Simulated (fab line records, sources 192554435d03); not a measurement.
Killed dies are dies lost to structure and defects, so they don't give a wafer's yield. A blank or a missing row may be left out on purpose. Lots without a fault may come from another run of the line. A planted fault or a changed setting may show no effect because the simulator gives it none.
A struck lot beside a sound one | flow n5_finfet | 14 steps out of a route of 1938
Sound: wafers L898.3, L898.4, L898.6. Struck: wafers L905.2, L905.3. The cause comes at the end.
At each step with rows: each side's tool, then ch and its chambers, then its first start. Under that, the readings that differ: sound wafers | struck wafers | difference of the means | sigmas: that difference in standard deviations of wafers without a fault.
alike: readings whose means differ by less than 2 such deviations, and words and numbers that are the same on both sides. not compared: withheld readings, readings that some wafer has no value for, bounds like >300 that may hide the same value, and numbers for which the record gives no deviation and whose values overlap.
The two part at a step that has a row with sigmas, a row that says differs or no value, or rows on one side only. Numbers that don't overlap but have no deviation are shown without sigmas and don't part them. A reading that every wafer of one side lacks parts them only if that side has two wafers or more.

first, 1 step without rows for these wafers: N5_BEOL_M15_DESCUM_33 (chemistry O2, time 7.9 s).
N5_BEOL_M15_ETCH_61: etches BARC in N2/H2, target depth 89 nm, overetch 26.7 nm, time 67.9 s.
  sound on rie_diel-05 ch 1,2, day 13 14:59; struck on rie_diel-05 ch 2,3, day 15 11:24
  alike: drypump_motor_current_A, oes_product_au, rf_vpp_V, showerhead_plenum_p_Torr, throttle_valve_pct
  not compared: rf_hours_counter_h
then, 1 step without rows for these wafers: N5_BEOL_M15_TRENCH_ETCH_34 (etches SiO2 in C4F8/O2/Ar, target depth 872.93 nm, time 199 s).
N5_BEOL_M15_STRIP_36: strips in O2.
  sound on rie_diel-02 ch 0,1,2, day 13 15:22; struck on rie_diel-02 ch 0,1, day 15 11:41
  alike: drypump_motor_current_A, oes_product_au, rf_vpp_V, showerhead_plenum_p_Torr, throttle_valve_pct
  not compared: rf_hours_counter_h
then, 1 step without rows for these wafers: N5_BEOL_M15_STRIP_62 (strips in O2).
N5_BEOL_M15_STRIP_37: strips in O2.
  sound on rie_diel-02 ch 0,1,2; struck on rie_diel-02 ch 0,1
  alike: drypump_motor_current_A, oes_product_au, rf_vpp_V, showerhead_plenum_p_Torr, throttle_valve_pct
  not compared: rf_hours_counter_h
then, 4 steps without rows for these wafers: N5_BEOL_M15_ETCH_38 (etches SiCN in CF4/N2, target depth 106.4 nm, time 120.5 s); N5_BEOL_M15_PRECLEAN_39 (cleans in residue remover, time 60 s); N5_BEOL_M15_SRD_40 (time 30 s, dry time 30 s); N5_BEOL_M15_DEGAS_41 (time 60 s).
N5_BEOL_M15_PRE_CLEAN_42: time 30 s.
  sound on pvd_sputter-03, day 13 16:13; struck on pvd_sputter-03, day 15 13:01
  alike: heater_power_w
N5_BEOL_M15_SPUTTER_43: material TaN, target thk 15 nm, time 24.19 s.
  sound on pvd_sputter-03, day 13 16:16; struck on pvd_sputter-03, day 15 13:04
  reading                                      | sound    | struck  | difference | sigmas
  model.TaN_of_BEOL_M15_SPUTTER_43.thk_nm (nm) | 15 15 15 | 13 13.2 | -2         |
  alike: cathode_dc_power_W, substrate_temp_c, throttle_valve_pct
N5_BEOL_M15_SPUTTER_44: material Ta, target thk 15 nm, time 24.19 s.
  sound on pvd_sputter-03, day 13 16:20; struck on pvd_sputter-03, day 15 13:08
  alike: cathode_dc_power_W, substrate_temp_c, throttle_valve_pct
then, 1 step without rows for these wafers: N5_PASSIVATION_PROBE_49.

WHERE THEY PART
Nowhere in this record.

WHY: what the simulator had put in
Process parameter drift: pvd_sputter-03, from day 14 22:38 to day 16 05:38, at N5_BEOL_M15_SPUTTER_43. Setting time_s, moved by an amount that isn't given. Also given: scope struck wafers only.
